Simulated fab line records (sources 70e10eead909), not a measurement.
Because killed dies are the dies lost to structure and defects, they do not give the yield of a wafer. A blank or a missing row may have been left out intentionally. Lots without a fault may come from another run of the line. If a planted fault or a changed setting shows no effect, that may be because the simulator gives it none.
Comparing a struck lot with a sound one -- flow nand harc -- 25 steps out of a route of 1302
Sound: wafers L255.1, L255.3, L255.4. Struck: wafers L262.1, L262.2, L262.3. At the end, the cause is stated.
Per side, at each step with rows, come the tool, then ch with its chambers, and then its first start. Under that, the readings that differ: sound wafers -- struck wafers -- difference of the means -- sigmas: that difference in standard deviations of wafers without a fault.
alike: words and numbers the same on both sides, and readings whose means are apart by under 2 such deviations; not compared: readings that were withheld, readings missing a value for some wafer, numbers with overlapping values and no deviation given by the record, and bounds like >300 which may hide the same value.
The two part at a step that has a row with sigmas, a row that says differs or no value, or rows on one side only. Numbers that don't overlap but have no deviation are shown without sigmas and don't part them. A reading missing from all wafers of one side parts the sides only when that side holds two or more wafers.

NHARC_P_CONTACT_DEP_30: deposits SiNx, target thk 30 nm.
  sound on pecvd-04 ch 1,2, day 7 22:56; struck on pecvd-01 ch 0,1,2, day 10 17:35
  alike: heater power w
NHARC_P_CONTACT_DEP_00: deposits SiO2, target thk 500 nm.
  sound on pecvd-04 ch 1,2; struck on pecvd-01 ch 0,1,2
  alike: heater power w, showerhead vpp V, throttle valve pct
NHARC_P_CONTACT_CMP_01: polishes SiO2, target thk 200 nm.
  sound on cmp-03 ch 0,1,3, day 7 23:39; struck on cmp-04 ch 0,1,2, day 10 18:17
  alike: motor current A
then, 8 steps without rows for these wafers: NHARC_P_CONTACT_SRD_03; NHARC_P_CONTACT_DEHYDRATE_04 (time 120 s); NHARC_P_CONTACT_HMDS_05 (time 30 s); NHARC_P_CONTACT_COAT_33 (time 75 s); NHARC_P_CONTACT_COAT_34 (time 65 s); NHARC_P_CONTACT_COAT_06 (resist thk 90 nm); NHARC_P_CONTACT_SOFTBAKE_07 (time 55 s); NHARC_P_CONTACT_EBR_08.
NHARC_P_CONTACT_EXPOSE_09: exposes mask P CA, target cd 90 nm.
  sound on arfi scanner-01 ch 0, day 8 00:21; struck on arfi scanner-03 ch 0, day 10 18:58
reading,sound,struck,difference,sigmas
mask,P_CA#0 P_CA#0 P_CA#0,P_CA_R1#0 P_CA_R1#0 P_CA_R1#0,differs,
then, 2 steps without rows for these wafers: NHARC_P_CONTACT_PEB_10 (peb time 65 s); NHARC_P_CONTACT_DEVELOP_11 (develop time 35 s).
NHARC_P_CONTACT_CD_MEAS_12: target cd 90 nm.
  sound on cd sem-03 ch 0, day 8 00:29; struck on cd sem-01 ch 0
reading,sound,struck,difference,sigmas
cd nm (nm),88.3 89.0 88.7,86.1 85.6 86.9,-2.5,-3
  not compared: hold
NHARC_P_CONTACT_OVL_MEAS_13:
  struck on overlay-02, day 10 23:35; sound on overlay-01, day 8 00:34
reading,sound,struck,difference,sigmas
hold,- - -,await dispo/4.2h/release await dispo/4.2h/release await dispo/4.2h/release,no value on the sound wafers,
  alike: overlay x nm, overlay y nm
NHARC_P_CONTACT_INSPECT_14:
  struck on defect inspect-02, day 10 23:37; sound on defect inspect-02, day 8 00:37
  alike: raw defect count
NHARC_P_CONTACT_DESCUM_17: chemistry O2, time 3 s.
  sound on rie diel-06 ch 1,2,3, day 8 00:40; struck on rie diel-04 ch 0,1,2, day 10 23:41
reading,sound,struck,difference,sigmas
rf hours counter h (h),0.4 0.4 0.4,2.5 2.7 2.5,+2.2,
model.P_CONTACT.cd nm (nm),87.14 88.78 87.97,86.55 85.31 86.12,-1.97,
  alike: drypump motor current A, oes product au, rf vpp V, showerhead plenum p Torr, throttle valve pct
NHARC_P_CONTACT_ETCH_35: etches the open film in CF4, target depth 39 nm, time 65 s.
  sound on rie diel-06 ch 0,2,3, day 8 00:46; struck on rie diel-04 ch 0,1,3, day 10 23:47
reading,sound,struck,difference,sigmas
rf hours counter h (h),0.4 0.4 0.4,2.7 2.4 2.6,+2.2,
  alike: drypump motor current A, oes product au, rf vpp V, showerhead plenum p Torr, throttle valve pct
then, 1 step without rows for these wafers: NHARC_P_CONTACT_ETCH_36 (etches the open film in N2/H2, target depth 260 nm, time 406.25 s).
NHARC_P_CONTACT_ETCH_18: etches the open film in C4F8/O2/Ar, target depth 481 nm, time 240.5 s.
  sound on rie diel-06 ch 1,2,3; struck on rie diel-04 ch 0,2,3
reading,sound,struck,difference,sigmas
rf hours counter h (h),0.7 0.7 0.6,2.8 2.7 2.7,+2.1,
  alike: oes product au, rf vpp V
then, 1 step without rows for these wafers: NHARC_P_CONTACT_STRIP_37 (strips in C4F8/O2/Ar).
NHARC_P_CONTACT_ETCH_31: etches the open film in CH3F/O2, target depth 30 nm, time 85.7 s.
  sound on rie diel-06 ch 0,2,3; struck on rie diel-04 ch 0,2,3
reading,sound,struck,difference,sigmas
rf hours counter h (h),0.7 0.8 0.6,2.9 2.8 2.8,+2.1,
  alike: ch3f flow sccm, drypump motor current A, oes product au, rf vpp V, showerhead plenum p Torr, throttle valve pct
  not compared: model.P_CONTACT.cd nm
NHARC_P_CONTACT_CD_MEAS_19:
  struck on cd sem-01, day 11 00:34; sound on cd sem-03, day 8 01:32
  alike: cd nm
-- break in the record here, with 18 days between the starts of the struck wafers on either side (left off in module P_CONTACT, picked up again in module END, where the first step shown is number 1302 on the route) --
NHARC_END_SORT_01:
  at this point the record logs the struck wafers (prober-01 ch 0, day 29 05:48) and has no rows for the sound ones

## WHERE THEY PART
Earliest at NHARC_P_CONTACT_EXPOSE_09; latest, in this record, at NHARC_END_SORT_01.

WHY: whatever the simulator had introduced
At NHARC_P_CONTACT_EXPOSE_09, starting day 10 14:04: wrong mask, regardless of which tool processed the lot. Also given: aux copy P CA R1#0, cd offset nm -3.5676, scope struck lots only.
